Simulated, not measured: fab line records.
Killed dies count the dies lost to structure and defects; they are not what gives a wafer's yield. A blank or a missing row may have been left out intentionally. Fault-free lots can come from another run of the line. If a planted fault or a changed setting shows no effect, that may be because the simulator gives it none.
Which tool was responsible? :: flow nand_harc :: 13 lots, 39 wafers sampled, at 5 steps of a route of 1159

## WHAT THE GAUGES SHOWED, per wafer
NHARC_A_SLIT_CD_MEAS_21. Usual: cd_nm at 289.6 nm, with a standard deviation of 1.3.
lot: L945
measured: day 13 19:29
on: cd_sem-01
cd_nm (nm): 291.3 289.6 290.9
flag: 

lot: L946
measured: day 14 20:49
on: cd_sem-03
cd_nm (nm): 287.9 288.1 291.0
flag: 

lot: L948
measured: day 15 06:08
on: cd_sem-02
cd_nm (nm): 289.1 289.5 290.0
flag: 

lot: L950
measured: day 15 06:37
on: cd_sem-02
cd_nm (nm): 290.9 288.5 288.8
flag: 

lot: L951
measured: day 16 03:05
on: cd_sem-01
cd_nm (nm): 288.7 289.1 290.0
flag: 

lot: L958
measured: day 17 07:04
on: cd_sem-01
cd_nm (nm): 288.4 288.7 289.2
flag: 

lot: L956
measured: day 17 20:40
on: cd_sem-03
cd_nm (nm): 292.7 289.1 288.3
flag: 

lot: L959
measured: day 18 01:44
on: cd_sem-03
cd_nm (nm): 290.6 289.7 290.6
flag: 

lot: L962
measured: day 18 08:32
on: cd_sem-01
cd_nm (nm): 288.2 288.9 288.7
flag: 

lot: L961
measured: day 18 15:35
on: cd_sem-03
cd_nm (nm): 289.8 291.7 291.0
flag: 

lot: L965
measured: day 19 15:04
on: cd_sem-02
cd_nm (nm): 290.8 289.0 290.4
flag: 

lot: L967
measured: day 19 22:38
on: cd_sem-03
cd_nm (nm): 288.8 287.3 288.7
flag: 

lot: L968
measured: day 20 05:06
on: cd_sem-02
cd_nm (nm): 288.7 288.2 289.6
flag: 

NHARC_END_SORT_01. Usual: killed_at_array 25, standard deviation 7.8; killed_at_other 0.6, standard deviation 0.81; killed_at_periphery 3.3, standard deviation 2.2; killed_dies 29, standard deviation 8.2; killed_open 3.5, standard deviation 1.9; killed_short 1.8, standard deviation 1.3.
lot: L951
measured: day 20 22:55
on: prober-01
killed_at_array: 32 21 36
killed_at_other: 0 0 0
killed_at_periphery: 3 4 6
killed_dies: 35 25 42
killed_open: 3 3 8
killed_short: 0 4 4
flag: 

lot: L956
measured: day 23 04:03
on: prober-02
killed_at_array: 38 45 36
killed_at_other: 3 0 3
killed_at_periphery: 3 1 2
killed_dies: 44 46 41
killed_open: 3 4 2
killed_short: 1 5 1
flag: 

lot: L959
measured: day 23 03:17
on: prober-01
killed_at_array: 14 18 14
killed_at_other: 3 0 2
killed_at_periphery: 1 2 3
killed_dies: 18 20 19
killed_open: 4 1 3
killed_short: 0 2 2
flag: 

lot: L961
measured: day 23 19:43
on: prober-01
killed_at_array: 29 27 40
killed_at_other: 1 1 1
killed_at_periphery: 3 4 1
killed_dies: 33 32 42
killed_open: 6 5 1
killed_short: 0 4 0
flag: 

lot: L967
measured: day 24 22:31
on: prober-02
killed_at_array: 31 40 40
killed_at_other: 0 1 0
killed_at_periphery: 2 1 5
killed_dies: 33 42 45
killed_open: 4 1 8
killed_short: 1 3 1
flag: 

## WHAT TOOL EACH LOT RAN ON (gives the tool, then ch and the chambers of the sampled wafers, and finally the start)
lot: L945
NHARC_A_SLIT_STRIP_18: rie_diel-10 ch 1,2, day 13 19:29 or earlier
NHARC_A_WL_FILL_ETCHBACK_05: rie_metal-01 ch 1, day 14 18:24
NHARC_A_WL_FILL_ALD_10: ald_hk-04 ch 1,2, day 15 04:18

lot: L946
NHARC_A_SLIT_STRIP_18: rie_diel-11 ch 1,2, day 14 20:49 or earlier
NHARC_A_WL_FILL_ETCHBACK_05: rie_metal-01 ch 0,1, day 15 09:13
NHARC_A_WL_FILL_ALD_10: ald_hk-01 ch 0,3, day 15 14:51

lot: L948
NHARC_A_SLIT_STRIP_18: rie_diel-11 ch 0,1,2, day 15 06:08 or earlier
NHARC_A_WL_FILL_ETCHBACK_05: rie_metal-01 ch 1, day 15 18:23
NHARC_A_WL_FILL_ALD_10: ald_hk-03 ch 1,2, day 16 03:05

lot: L950
NHARC_A_SLIT_STRIP_18: rie_diel-10 ch 0,1,3, day 15 06:37 or earlier
NHARC_A_WL_FILL_ETCHBACK_05: rie_metal-02 ch 0,1, day 15 18:22
NHARC_A_WL_FILL_ALD_10: ald_hk-04 ch 0,3, day 16 02:53

lot: L951
NHARC_A_SLIT_STRIP_18: rie_diel-03 ch 0,2, day 16 03:05 or earlier
NHARC_A_WL_FILL_ETCHBACK_05: rie_metal-03 ch 0,1, day 16 15:07
NHARC_A_WL_FILL_ALD_10: ald_hk-01 ch 0,2,3, day 16 23:42

lot: L958
NHARC_A_SLIT_STRIP_18: rie_diel-11 ch 0,2,3, day 17 07:04 or earlier
NHARC_A_WL_FILL_ETCHBACK_05: rie_metal-01 ch 0,1, day 17 20:31
NHARC_A_WL_FILL_ALD_10: ald_hk-04 ch 0,2,3, day 18 04:14

lot: L956
NHARC_A_SLIT_STRIP_18: rie_diel-11 ch 0,2,3, day 17 20:40 or earlier
NHARC_A_WL_FILL_ETCHBACK_05: rie_metal-01 ch 0,1, day 18 11:23
NHARC_A_WL_FILL_ALD_10: ald_hk-01 ch 0,2, day 18 16:44

lot: L959
NHARC_A_SLIT_STRIP_18: rie_diel-10 ch 0,2,3, day 18 01:44 or earlier
NHARC_A_WL_FILL_ETCHBACK_05: rie_metal-02 ch 0,1, day 18 15:38
NHARC_A_WL_FILL_ALD_10: ald_hk-03 ch 0,1, day 18 21:30

lot: L962
NHARC_A_SLIT_STRIP_18: rie_diel-11 ch 0,1,3, day 18 08:32 or earlier
NHARC_A_WL_FILL_ETCHBACK_05: rie_metal-03 ch 0,1, day 18 23:19
NHARC_A_WL_FILL_ALD_10: ald_hk-03 ch 0,3, day 19 04:46

lot: L961
NHARC_A_SLIT_STRIP_18: rie_diel-10 ch 0,1,3, day 18 15:35 or earlier
NHARC_A_WL_FILL_ETCHBACK_05: rie_metal-02 ch 0,1, day 19 03:53
NHARC_A_WL_FILL_ALD_10: ald_hk-03 ch 0,1,3, day 19 09:31

lot: L965
NHARC_A_SLIT_STRIP_18: rie_diel-03 ch 0,1, day 19 15:04 or earlier
NHARC_A_WL_FILL_ETCHBACK_05: rie_metal-02 ch 0,1, day 20 04:40
NHARC_A_WL_FILL_ALD_10: ald_hk-01 ch 0,2,3, day 20 12:11

lot: L967
NHARC_A_SLIT_STRIP_18: rie_diel-10 ch 0,1,2, day 19 22:38 or earlier
NHARC_A_WL_FILL_ETCHBACK_05: rie_metal-03 ch 0, day 20 11:34
NHARC_A_WL_FILL_ALD_10: ald_hk-03 ch 0,3, day 20 16:55

lot: L968
NHARC_A_SLIT_STRIP_18: rie_diel-03 ch 0,2, day 20 05:06 or earlier
NHARC_A_WL_FILL_ETCHBACK_05: rie_metal-01 ch 0,1, day 20 18:57
NHARC_A_WL_FILL_ALD_10: ald_hk-04 ch 0,1,2, day 21 00:47
- NHARC_A_SLIT_STRIP_18: strips in O2.
- NHARC_A_WL_FILL_ETCHBACK_05: etches the open film in Cl2/BCl3, target depth 22 nm, time 60 s.
- NHARC_A_WL_FILL_ALD_10: deposits SiO2, target thk 50 nm, pulse time 10 s, ald cycles 500.

## WHAT THE TOOLS THEMSELVES READ (means of the sampled wafers that have a number; where no wafer has one, the mark that the record gives instead)
NHARC_A_SLIT_STRIP_18. Usual: drypump_motor_current_A 5.8 A, standard deviation 0.59; oes_product_au 0.998 a.u., standard deviation 0.017; rf_vpp_V 57.9 V, standard deviation 0.9; showerhead_plenum_p_Torr 3.57 Torr, standard deviation 0.14; throttle_valve_pct 17.038 %, standard deviation 0.0094.
lot: L945
tool: rie_diel-10
drypump_motor_current_A (A): 5.5
oes_product_au (a.u.): 0.983
rf_vpp_V (V): 56.6
showerhead_plenum_p_Torr (Torr): 3.39
throttle_valve_pct (%): 17.037
flag: 

lot: L946
tool: rie_diel-11
drypump_motor_current_A (A): 6.0
oes_product_au (a.u.): 1.011
rf_vpp_V (V): 58.0
showerhead_plenum_p_Torr (Torr): 3.63
throttle_valve_pct (%): 17.036
flag: 

lot: L948
tool: rie_diel-11
drypump_motor_current_A (A): 5.7
oes_product_au (a.u.): 0.997
rf_vpp_V (V): 56.6
showerhead_plenum_p_Torr (Torr): 3.65
throttle_valve_pct (%): 17.035
flag: 

lot: L950
tool: rie_diel-10
drypump_motor_current_A (A): 5.5
oes_product_au (a.u.): 1.000
rf_vpp_V (V): 57.7
showerhead_plenum_p_Torr (Torr): 3.53
throttle_valve_pct (%): 17.040
flag: 

lot: L951
tool: rie_diel-03
drypump_motor_current_A (A): 5.4
oes_product_au (a.u.): 1.018
rf_vpp_V (V): 57.3
showerhead_plenum_p_Torr (Torr): 3.67
throttle_valve_pct (%): 17.041
flag: 

lot: L958
tool: rie_diel-11
drypump_motor_current_A (A): 6.0
oes_product_au (a.u.): 0.996
rf_vpp_V (V): 58.4
showerhead_plenum_p_Torr (Torr): 3.64
throttle_valve_pct (%): 17.035
flag: 

lot: L956
tool: rie_diel-11
drypump_motor_current_A (A): 6.0
oes_product_au (a.u.): 0.996
rf_vpp_V (V): 57.7
showerhead_plenum_p_Torr (Torr): 3.64
throttle_valve_pct (%): 17.040
flag: 

lot: L959
tool: rie_diel-10
drypump_motor_current_A (A): 5.4
oes_product_au (a.u.): 0.990
rf_vpp_V (V): 57.9
showerhead_plenum_p_Torr (Torr): 3.52
throttle_valve_pct (%): 17.033
flag: 

lot: L962
tool: rie_diel-11
drypump_motor_current_A (A): 5.8
oes_product_au (a.u.): 0.996
rf_vpp_V (V): 58.2
showerhead_plenum_p_Torr (Torr): 3.66
throttle_valve_pct (%): 17.040
flag: 

lot: L961
tool: rie_diel-10
drypump_motor_current_A (A): 5.5
oes_product_au (a.u.): 0.984
rf_vpp_V (V): 57.8
showerhead_plenum_p_Torr (Torr): 3.53
throttle_valve_pct (%): 17.035
flag: 

lot: L965
tool: rie_diel-03
drypump_motor_current_A (A): 5.8
oes_product_au (a.u.): 1.007
rf_vpp_V (V): 58.0
showerhead_plenum_p_Torr (Torr): 3.64
throttle_valve_pct (%): 17.044
flag: 

lot: L967
tool: rie_diel-10
drypump_motor_current_A (A): 5.6
oes_product_au (a.u.): 0.982
rf_vpp_V (V): 57.3
showerhead_plenum_p_Torr (Torr): 3.40
throttle_valve_pct (%): 17.036
flag: 

lot: L968
tool: rie_diel-03
drypump_motor_current_A (A): 5.4
oes_product_au (a.u.): 1.009
rf_vpp_V (V): 58.1
showerhead_plenum_p_Torr (Torr): 3.67
throttle_valve_pct (%): 17.039
flag: 

NHARC_A_WL_FILL_ETCHBACK_05. Usual: drypump_motor_current_A 5.4 A, standard deviation 0.41; he_backside_leak_sccm 3.3 sccm, standard deviation 0.32; oes_product_au 0.999 a.u., standard deviation 0.012; run_length_s 80.9 s, standard deviation 0.36.
lot: L945
tool: rie_metal-01
drypump_motor_current_A (A): 5.1
he_backside_leak_sccm (sccm): 3.6
oes_product_au (a.u.): 0.988
run_length_s (s): 80.7
flag: 

lot: L946
tool: rie_metal-01
drypump_motor_current_A (A): 5.6
he_backside_leak_sccm (sccm): 3.3
oes_product_au (a.u.): 1.005
run_length_s (s): 80.9
flag: 

lot: L948
tool: rie_metal-01
drypump_motor_current_A (A): 5.1
he_backside_leak_sccm (sccm): 3.6
oes_product_au (a.u.): 0.999
run_length_s (s): 80.5
flag: 

lot: L950
tool: rie_metal-02
drypump_motor_current_A (A): 5.2
he_backside_leak_sccm (sccm): 3.6
oes_product_au (a.u.): 1.008
run_length_s (s): 81.3
flag: 

lot: L951
tool: rie_metal-03
drypump_motor_current_A (A): 5.6
he_backside_leak_sccm (sccm): 3.2
oes_product_au (a.u.): 0.996
run_length_s (s): 81.0
flag: 

lot: L958
tool: rie_metal-01
drypump_motor_current_A (A): 5.6
he_backside_leak_sccm (sccm): 3.7
oes_product_au (a.u.): 0.984
run_length_s (s): 65.2
flag: OFF

lot: L956
tool: rie_metal-01
drypump_motor_current_A (A): 5.4
he_backside_leak_sccm (sccm): 3.4
oes_product_au (a.u.): 1.002
run_length_s (s): 64.9
flag: OFF

lot: L959
tool: rie_metal-02
drypump_motor_current_A (A): 5.2
he_backside_leak_sccm (sccm): 3.5
oes_product_au (a.u.): 0.997
run_length_s (s): 81.2
flag: 

lot: L962
tool: rie_metal-03
drypump_motor_current_A (A): 5.6
he_backside_leak_sccm (sccm): 3.2
oes_product_au (a.u.): 0.984
run_length_s (s): 81.1
flag: 

lot: L961
tool: rie_metal-02
drypump_motor_current_A (A): 5.2
he_backside_leak_sccm (sccm): 3.6
oes_product_au (a.u.): 1.015
run_length_s (s): 81.4
flag: 

lot: L965
tool: rie_metal-02
drypump_motor_current_A (A): 5.2
he_backside_leak_sccm (sccm): 3.7
oes_product_au (a.u.): 1.010
run_length_s (s): 81.2
flag: 

lot: L967
tool: rie_metal-03
drypump_motor_current_A (A): 4.7
he_backside_leak_sccm (sccm): 3.1
oes_product_au (a.u.): 0.993
run_length_s (s): 81.1
flag: 

lot: L968
tool: rie_metal-01
drypump_motor_current_A (A): 5.6
he_backside_leak_sccm (sccm): 3.3
oes_product_au (a.u.): 1.002
run_length_s (s): 80.7
flag: 

NHARC_A_WL_FILL_ALD_10. Usual: heater_power_w 463 W, standard deviation 30; precursor_pulse_height_rel 0.997, standard deviation 0.02.
lot: L945
tool: ald_hk-04
heater_power_w (W): 454
precursor_pulse_height_rel: 0.991
flag: 

lot: L946
tool: ald_hk-01
heater_power_w (W): 502
precursor_pulse_height_rel: 0.984
flag: 

lot: L948
tool: ald_hk-03
heater_power_w (W): 492
precursor_pulse_height_rel: 0.977
flag: 

lot: L950
tool: ald_hk-04
heater_power_w (W): 438
precursor_pulse_height_rel: 0.991
flag: 

lot: L951
tool: ald_hk-01
heater_power_w (W): 485
precursor_pulse_height_rel: 1.003
flag: 

lot: L958
tool: ald_hk-04
heater_power_w (W): 457
precursor_pulse_height_rel: 1.000
flag: 

lot: L956
tool: ald_hk-01
heater_power_w (W): 476
precursor_pulse_height_rel: 0.987
flag: 

lot: L959
tool: ald_hk-03
heater_power_w (W): 458
precursor_pulse_height_rel: 0.989
flag: 

lot: L962
tool: ald_hk-03
heater_power_w (W): 468
precursor_pulse_height_rel: 0.994
flag: 

lot: L961
tool: ald_hk-03
heater_power_w (W): 459
precursor_pulse_height_rel: 1.004
flag: 

lot: L965
tool: ald_hk-01
heater_power_w (W): 483
precursor_pulse_height_rel: 0.995
flag: 

lot: L967
tool: ald_hk-03
heater_power_w (W): 465
precursor_pulse_height_rel: 1.000
flag: 

lot: L968
tool: ald_hk-04
heater_power_w (W): 445
precursor_pulse_height_rel: 1.002
flag: 

## THE ANSWER, worked out from the rows above alone
Rule: a lot counts as off when the mean over its wafers that have a number is more than 3 standard deviations away from the usual mean. Also off: a lot with no number at a reading for which 4 or more lots have one. Where the step has rows for the other lots, those lots are counted as sound. The gauges are gone through in route order, then the tools' own readings, and for those a lot's mean is taken as printed above. At the first step where some lot is off, the reading lying furthest off is the one used; lots without a number count as furthest.
Off: L958, L956, at NHARC_A_WL_FILL_ETCHBACK_05 (run_length_s).
If a tool, at that step or one of the process steps before it, ran each lot that is off and ran no sound lot following the first of them, it fits. Because NHARC_A_SLIT_STRIP_18 lacks a start for some lots, the hours and order of its lots are taken from NHARC_A_SLIT_CD_MEAS_21. Of those tried, none fits.

## WHAT HAD BEEN PUT IN BY THE SIMULATOR
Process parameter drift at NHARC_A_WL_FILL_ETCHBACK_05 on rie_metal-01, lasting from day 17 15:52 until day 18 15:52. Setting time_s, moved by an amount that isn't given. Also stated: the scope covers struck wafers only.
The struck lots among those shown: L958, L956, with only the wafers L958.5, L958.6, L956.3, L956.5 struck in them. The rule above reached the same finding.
